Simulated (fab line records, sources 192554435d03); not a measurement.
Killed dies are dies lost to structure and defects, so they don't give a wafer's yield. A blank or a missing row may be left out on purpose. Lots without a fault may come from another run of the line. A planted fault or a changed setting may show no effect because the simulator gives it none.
Chamber matching | flow n5_finfet | N5_BEOL_M1_PRE_CLEAN_60 on cvd_co-01: 3 sister chambers
The step time 15 s. 3 wafers are shown with their chamber, then 8 later ones without.

WAFERS WITH THEIR CHAMBER
wafer  | chamber | heater_power_w (W)
L361.6 | 2       | 77
L364.4 | 0       | 83
L362.2 | 1       | 62

WAFERS WITHOUT THEIR CHAMBER
wafer  | heater_power_w (W)
L362.4 | 62
L362.5 | 76
L365.3 | 76
L365.4 | 82
L365.5 | 63
L366.2 | 83
L366.3 | 76
L366.5 | 63

WHICH CHAMBER EACH WENT THROUGH
wafer  | from the rows above | in truth
L362.4 | 1                   | 1
L362.5 | 2                   | 2
L365.3 | 2                   | 2
L365.4 | 0                   | 0
L365.5 | 1                   | 1
L366.2 | 0                   | 0
L366.3 | 2                   | 2
L366.5 | 1                   | 1
Placed correctly: 8 of 8. Can't be placed from these rows: 0. Placed wrongly: 0.
How it was worked out, from the rows above alone: a wafer's distance from a chamber is the root of the sum, over the readings, of the square of ((its reading less the chamber's mean) divided by the reading's scatter). The wafer belongs to the nearest chamber; if the next one is less than 2 further off, it can't be placed. A chamber's mean is the mean of its shown wafers. The scatter: with one shown wafer a chamber, the root of the mean of the squares of how far each hidden wafer lies from its nearest shown one.
